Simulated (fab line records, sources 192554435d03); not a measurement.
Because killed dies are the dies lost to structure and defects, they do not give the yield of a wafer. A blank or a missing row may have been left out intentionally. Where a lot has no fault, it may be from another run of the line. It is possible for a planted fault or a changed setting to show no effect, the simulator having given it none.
Lot-split experiment ; flow n5Finfet ; route with 1938 steps; 7 lots, 39 wafers read

## ON THE SPLIT
At N5_DUMMY_GATE_ETCH_42 (etches SiO2 in CHF3/O2, target depth 3.5 nm, time 31 s), the setting biasW was moved away from the recipe's 12 W on 18 of the 39 wafers read, by -18.9% to +15.3%. The other wafers ran this setting at the recipe's value.

Reading taken at the split's own step.

## THE READING
rfVppV, in V, at N5_DUMMY_GATE_ETCH_42 (etches SiO2 in CHF3/O2, target depth 3.5 nm, time 31 s). A value of 42.4 V with a standard deviation of 1.2 V is what fault-free wafers of this fab line usually give.

wafer;tool, chamber at the split;biasW as run, W;against the recipe;rfVppV, V;against lot-mates on the recipe
L075.1;rieDiel-05, 3;12;recipe;44.7;-
L075.2;rieDiel-05, 0;12;recipe;41.5;-
L075.3;rieDiel-05, 2;9.726;-18.9%;34.8;-7.8
L075.4;rieDiel-05, 2;12;recipe;41.7;-
L075.5;rieDiel-05, 0;9.726;-18.9%;35.8;-6.8
L075.6;rieDiel-05, 3;9.726;-18.9%;36.8;-5.8
L079.1;rieDiel-06, 1;12;recipe;39.9;-
L079.2;rieDiel-06, 3;13.84;+15.3%;47.6;+5.0
L079.3;rieDiel-06, 0;12;recipe;44.0;-
L079.4;rieDiel-06, 2;13.84;+15.3%;44.8;+2.2
L079.5;rieDiel-06, 3;13.84;+15.3%;44.8;+2.2
L079.6;rieDiel-06, 0;12;recipe;43.8;-
L080.1;rieDiel-05, 1;10.67;-11.1%;39.0;-3.0
L080.2;rieDiel-05, 2;12;recipe;40.8;-
L080.3;rieDiel-05, 0;10.67;-11.1%;37.7;-4.3
L080.4;rieDiel-05, 3;12;recipe;43.9;-
L080.5;rieDiel-05, 1;10.67;-11.1%;39.3;-2.7
L080.6;rieDiel-05, 0;12;recipe;41.2;-
L082.1;rieDiel-05, 1;12;recipe;42.4;-
L082.2;rieDiel-05, 0;12;recipe;41.1;-
L082.5;rieDiel-05, 3;12;recipe;46.2;-
L083.1;rieDiel-05, 2;12;recipe;41.0;-
L083.2;rieDiel-05, 1;12;recipe;44.2;-
L083.3;rieDiel-05, 0;10.61;-11.6%;38.5;-3.5
L083.4;rieDiel-05, 3;10.61;-11.6%;39.6;-2.4
L083.5;rieDiel-05, 1;10.61;-11.6%;39.1;-2.9
L083.6;rieDiel-05, 2;12;recipe;40.9;-
L086.1;rieDiel-01, 1;10.29;-14.3%;38.7;-3.6
L086.2;rieDiel-01, 3;10.29;-14.3%;37.0;-5.3
L086.3;rieDiel-01, 0;12;recipe;43.4;-
L086.4;rieDiel-01, 2;10.29;-14.3%;38.6;-3.7
L086.5;rieDiel-01, 1;12;recipe;41.6;-
L086.6;rieDiel-01, 2;12;recipe;41.9;-
L090.1;rieDiel-06, 1;12;recipe;42.1;-
L090.2;rieDiel-06, 3;12;recipe;41.8;-
L090.3;rieDiel-06, 0;10.04;-16.3%;36.7;-5.2
L090.4;rieDiel-06, 2;10.04;-16.3%;35.9;-6.0
L090.5;rieDiel-06, 3;12;recipe;41.9;-
L090.6;rieDiel-06, 0;10.04;-16.3%;37.9;-4.0

THE FIT
A straight line over all 39 wafers: rfVppV changes by +0.298 V for each +1% of biasW; r = +0.90; the points scatter about the line by 1.4 V.
The same after taking each lot's own level away (the mean of its wafers on the recipe; 39 wafers): +0.287 V for each +1%; r = +0.89; scatter 1.4 V.
That fit puts the effect of the largest move of biasW on the reading at 5.4 V.
From 41.93 to 43.23 V: that is the span of the lots' own levels, equal to 1.1 times the standard deviation above.
The two slopes are in agreement: the lot-to-lot level therefore moves the slope only a little.
Check: -5.45 V against its lot-mates is what the line predicts for one of the wafers moved furthest among these (-18.9%) when that wafer is left out of the fit. Against them it came out at -7.83 V.
Tool readings at the split's step, against how far the setting was moved: rfVppV r = +0.90.

## OTHER SPLITS ON THESE WAFERS
Before the reading, these wafers also passed through other splits. Each is held against what the fit with the lots' levels taken away leaves over:
other split on the same wafers;wafers away from the commonest value;r with rfVppV (lot level and that fit taken away)
N5_FIN_SAQP_HM_DEP_72 timeS;15;+0.08
N5_DUMMY_GATE_ETCH_37 sourceW;18;+0.03

## THE FILE'S OWN FIT
rfVppV changes by +0.295 V for each +1% of biasW, r = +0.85.
